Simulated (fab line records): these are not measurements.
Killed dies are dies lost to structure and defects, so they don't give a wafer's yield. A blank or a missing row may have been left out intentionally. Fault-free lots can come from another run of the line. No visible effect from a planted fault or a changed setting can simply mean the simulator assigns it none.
Comparing a struck lot with a sound one -- flow nand harc -- 29 out of 1302 route steps
Sound: wafers L520.2, L520.3, L520.4. Wafers struck: L529.3, L529.4, L529.6. The cause comes at the end.
Each step with rows lists, per side, the tool, then ch with its chambers, then its first start. Under that, the readings that differ: sound wafers -- struck wafers -- difference of the means -- sigmas: that difference in standard deviations of wafers without a fault.
alike: readings whose means differ by less than 2 such deviations, and words and numbers that are the same on both sides. not compared: withheld readings, readings that some wafer has no value for, bounds like >300 that may hide the same value, and numbers for which the record gives no deviation and whose values overlap.
The two part at a step that has a row with sigmas, a row that says differs or no value, or rows on one side only. Numbers that don't overlap but have no deviation are shown without sigmas and don't part them. A reading that every wafer of one side lacks parts them only if that side has two wafers or more.

first, 1 step without rows for these wafers: NHARC_A_CONTACT_ETCH_121 (etches the open film in C4F8/O2/Ar, time 190 s, target depth 1850 nm).
NHARC_A_CONTACT_ETCH_122: etches the open film in C4F8/O2/Ar, time 190 s, target depth 1850 nm.
  sound on har cap etch-02 ch 0,1, day 22 19:48; struck on har cap etch-01 ch 0,1, day 26 18:48
  not compared: rf hours counter h
then, 1 step without rows for these wafers: NHARC_A_CONTACT_ETCH_123 (etches the open film in C4F8/O2/Ar, time 490 s, target depth 2110 nm).
NHARC_A_CONTACT_ETCH_90: etches the open film in CH3F/O2, target depth 40 nm, time 85.7 s.
  sound on rie diel-10 ch 1,2,3, day 22 20:55; struck on rie diel-04 ch 0,3, day 26 19:54
  alike: bias w, drypump motor current A, mfc ar sccm, oes product au, rf vpp V, showerhead plenum p Torr, throttle valve pct
  not compared: rf hours counter h
then, 1 step without rows for these wafers: NHARC_A_CONTACT_ETCH_96 (etches the open film in C4F6/O2, target depth 20 nm, time 10 s).
NHARC_A_CONTACT_CD_MEAS_53:
  sound: cd sem-03 at day 22 21:08; struck: cd sem-01 at day 26 20:07
  alike: cd nm
then, 3 steps without rows for these wafers: NHARC_A_CONTACT_STRIP_99 (strips in N2/H2); NHARC_A_CONTACT_STRIP_100 (strips in CF4/CHF3); NHARC_A_CONTACT_STRIP_101 (strips in O2/COS).
NHARC_A_CONTACT_ETCH_102: etches the open film in CF4/O2, target depth 100 nm, overetch 10 nm, time 55 s.
  sound on rie diel-04 ch 0,2,3, day 22 21:26; struck on rie diel-10 ch 0,2,3, day 26 20:24
  alike: bias w, drypump motor current A, mfc ar sccm, oes product au, rf vpp V, showerhead plenum p Torr, throttle valve pct
  not compared: rf hours counter h
then, 2 steps without rows for these wafers: NHARC_A_CONTACT_STRIP_55 (strips in O2); NHARC_A_CONTACT_STRIP_56 (strips in post etch residue remover, time 600 s).
NHARC_A_CONTACT_DEP_57: deposits aC, target thk 5300 nm.
  sound on acl dep-01 ch 0, day 23 01:52; struck on acl dep-01 ch 0, day 27 04:37
  alike: throttle valve pct
NHARC_A_CONTACT_DEP_58: deposits SiON, target thk 90 nm.
  sound on pecvd-03 ch 0,1,2, day 23 04:34; struck on pecvd-04 ch 0,1, day 27 06:49
  alike: heater power w
  not compared: since wet clean h
then, 10 steps without rows for these wafers: NHARC_A_CONTACT_DEHYDRATE_59 (time 120 s); NHARC_A_CONTACT_HMDS_60 (time 30 s); NHARC_A_CONTACT_COAT_61 (time 75 s); NHARC_A_CONTACT_COAT_62 (time 65 s); NHARC_A_CONTACT_COAT_63 (resist thk 90 nm); NHARC_A_CONTACT_SOFTBAKE_64 (time 55 s); NHARC_A_CONTACT_EBR_65; NHARC_A_CONTACT_EXPOSE_66 (exposes mask A CC 2); NHARC_A_CONTACT_PEB_67 (peb time 65 s); NHARC_A_CONTACT_DEVELOP_68 (develop time 35 s).
NHARC_A_CONTACT_CD_MEAS_69 targets a cd of 300 nm.
  sound on cd sem-03 ch 0, day 23 05:18; struck on cd sem-02 ch 0, day 27 07:31
  alike: cd nm
NHARC_A_CONTACT_OVL_MEAS_70:
  sound: overlay-01 at day 23 05:24; struck: overlay-02 at day 27 07:36
  alike: overlay x nm, overlay y nm
NHARC_A_CONTACT_INSPECT_71:
  sound: defect inspect-01 at day 23 05:26; struck: defect inspect-01 at day 27 07:38
reading,sound,struck,difference,sigmas
raw defect count,64 63 74,1173 1194 1170,+1112,+29
NHARC_A_CONTACT_DESCUM_74: chemistry O2, time 3 s.
  sound on rie diel-10 ch 1,2,3, day 23 05:30; struck on rie diel-04 ch 0,3, day 27 07:42
  alike: drypump motor current A, mfc ar sccm, oes product au, rf vpp V, showerhead plenum p Torr, throttle valve pct
  not compared: rf hours counter h
-- record jumps: 2 days between struck wafers' starts before vs after; left off in module A_CONTACT, resumes in module END, first step shown is number 1302 of the route --
NHARC_END_SORT_01:
  the record has rows for the struck wafers here (prober-02 ch 0, day 29 19:05) and none for the sound ones

== WHERE THEY PART ==
At NHARC_A_CONTACT_INSPECT_71 first; at NHARC_END_SORT_01 last (within this record only).

WHY: what had been put in by the simulator
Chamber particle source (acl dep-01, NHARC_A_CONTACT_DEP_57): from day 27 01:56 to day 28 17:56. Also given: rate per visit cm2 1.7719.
